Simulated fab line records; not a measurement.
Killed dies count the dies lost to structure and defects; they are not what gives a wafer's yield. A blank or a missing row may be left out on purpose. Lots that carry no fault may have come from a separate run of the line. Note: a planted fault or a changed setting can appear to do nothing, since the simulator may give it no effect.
The tool behind it: which one?    flow n5Finfet    11 lots, 33 wafers sampled, at 2 steps of a route of 1938

== WHAT THE GAUGES SHOWED, per wafer ==
N5_BEOL_M10_INSPECT_58: inspects for defects (darkfield).
lot   measured      on                rawDefectCount
L075  day 10 11:13  defectInspect-02  62 57 82
L077  day 10 22:54  defectInspect-02  52 50 47
L081  day 11 19:28  defectInspect-02  60 43 60
L082  day 12 04:34  defectInspect-02  76 87 76
L084  day 12 17:28  defectInspect-01  74 94 118
L085  day 13 12:54  defectInspect-02  63 61 52
L087  day 13 19:25  defectInspect-01  85 113 78
L090  day 14 11:44  defectInspect-01  64 47 52
L091  day 14 15:57  defectInspect-01  59 56 51
L094  day 14 23:01  defectInspect-01  101 66 53
L097  day 16 01:15  defectInspect-01  53 130 54

== EACH LOT AND THE TOOL THAT RAN IT (in order: tool; ch and the chambers of the sampled wafers; start) ==
lot   N5_BEOL_M10_DESCUM_33
L075  rieDiel-05 ch 1,2, day 10 07:44
L077  rieDiel-03 ch 1,2,3, day 10 18:37
L081  rieDiel-03 ch 0,1, day 11 15:33
L082  rieDiel-03 ch 0,1, day 12 01:26
L084  rieDiel-04 ch 1,2, day 12 13:59
L085  rieDiel-04 ch 0,1,3, day 13 09:39
L087  rieDiel-05 ch 0,1,2, day 13 16:34
L090  rieDiel-04 ch 0,1,3, day 14 08:23
L091  rieDiel-05 ch 0,1,2, day 14 12:35
L094  rieDiel-04 ch 0,1,2, day 14 19:20
L097  rieDiel-05 ch 0,1,2, day 15 22:20
- N5_BEOL_M10_DESCUM_33: chemistry O2, time 7.9 s.

== THE ANSWER, worked out from the rows above alone ==
Rule: the lots themselves supply what counts as usual. The widest of any qualifying gaps counts: lots, ordered by their means at a reading, are off when they make up no more than a third of the lots, leave a main group of 4 or more, and stand apart from it by 3 or more times the standard deviation of that group's means. A main group is skipped when, at the precision printed for the reading in the tables above, its means are all equal. A lot without any number at a reading at which 4 lots or more have one is off too. The other lots that the step has rows for count as sound.
Nothing can be told from this: no lot is off at any reading shown.

== WHAT HAD BEEN PUT IN BY THE SIMULATOR ==
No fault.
